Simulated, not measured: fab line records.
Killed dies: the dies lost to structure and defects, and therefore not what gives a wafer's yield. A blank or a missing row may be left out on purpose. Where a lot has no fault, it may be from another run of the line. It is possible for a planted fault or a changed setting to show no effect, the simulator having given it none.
Matching of chambers + flow nand-harc + NHARC_A_M0_ETCH_34 on rie-diel-08: 4 sister chambers
The step etches the open film in N2/H2, target depth 40 nm, overetch 12 nm, time 43.94 s. 14 wafers are shown with their chamber, then 7 later ones without.

== WAFERS PAIRED WITH THEIR CHAMBERS ==
| wafer  | chamber | drypump-motor-current-A (A) | rf-vpp-V (V) | throttle-valve-pct (%) |
|--------|---------|-----------------------------|--------------|------------------------|
| L079.3 | 1       | 6.0                         | 435.5        | 14.179                 |
| L079.4 | 0       | 5.1                         | 428.0        | 14.163                 |
| L079.5 | 0       | 5.1                         | 425.8        | 14.177                 |
| L085.3 | 3       | 6.7                         | 428.2        | 14.172                 |
| L085.4 | 1       | 6.0                         | 435.2        | 14.166                 |
| L085.5 | 3       | 6.7                         | 426.6        | 14.172                 |
| L082.2 | 3       | 6.7                         | 426.3        | 14.166                 |
| L082.5 | 1       | 5.9                         | 433.9        | 14.181                 |
| L082.6 | 0       | 5.1                         | 426.2        | 14.161                 |
| L086.3 | 1       | 5.9                         | 434.6        | 14.159                 |
| L086.4 | 0       | 5.1                         | 427.3        | 14.162                 |
| L086.6 | 1       | 6.0                         | 435.5        | 14.166                 |
| L093.2 | 0       | 5.1                         | 426.8        | 14.178                 |
| L093.3 | 2       | 6.0                         | 432.6        | 14.178                 |

SIGNATURES, as means of the wafers listed above
| reading                 | chamber 0 | chamber 1 | chamber 2 | chamber 3 | scatter within a chamber |
|-------------------------|-----------|-----------|-----------|-----------|--------------------------|
| drypump-motor-current-A | 5.100     | 5.960     | 6.000     | 6.700     | 0.0346                   |
| rf-vpp-V                | 426.820   | 434.940   | 432.600   | 427.033   | 0.838                    |
| throttle-valve-pct      | 14.16820  | 14.17020  | 14.17800  | 14.17000  | 0.00818                  |
Rule: for each reading, subtract the chamber's mean from the wafer's reading, divide by that reading's scatter and square the result; add these up over the readings and take the root, which gives the wafer's distance from the chamber. If the next closest chamber is less than 2 further off than the closest, the wafer can't be placed; otherwise it belongs to the closest. The scatter is the square root of a quotient: the sum, over the shown wafers, of each reading's squared deviation from its chamber's mean, divided by wafers minus chambers.

== WAFERS MISSING THEIR CHAMBER ==
| wafer  | drypump-motor-current-A (A) | rf-vpp-V (V) | throttle-valve-pct (%) |
|--------|-----------------------------|--------------|------------------------|
| L093.5 | 5.1                         | 426.6        | 14.175                 |
| L094.1 | 5.9                         | 434.4        | 14.174                 |
| L094.4 | 5.1                         | 425.0        | 14.157                 |
| L094.5 | 6.0                         | 431.7        | 14.178                 |
| L095.1 | 5.1                         | 426.3        | 14.167                 |
| L095.4 | 6.0                         | 433.8        | 14.176                 |
| L095.5 | 6.0                         | 432.5        | 14.175                 |

== EACH ONE'S CHAMBER ==
| wafer  | from the rows above     | in truth |
|--------|-------------------------|----------|
| L093.5 | 0                       | 0        |
| L094.1 | can't be placed: 1 or 2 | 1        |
| L094.4 | 0                       | 0        |
| L094.5 | 2                       | 2        |
| L095.1 | 0                       | 0        |
| L095.4 | can't be placed: 2 or 1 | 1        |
| L095.5 | 2                       | 2        |
Correct placement for 5 of the 7. Not placeable from these rows: 2 (in 2, the candidates include the true chamber). Placed wrongly: 0.
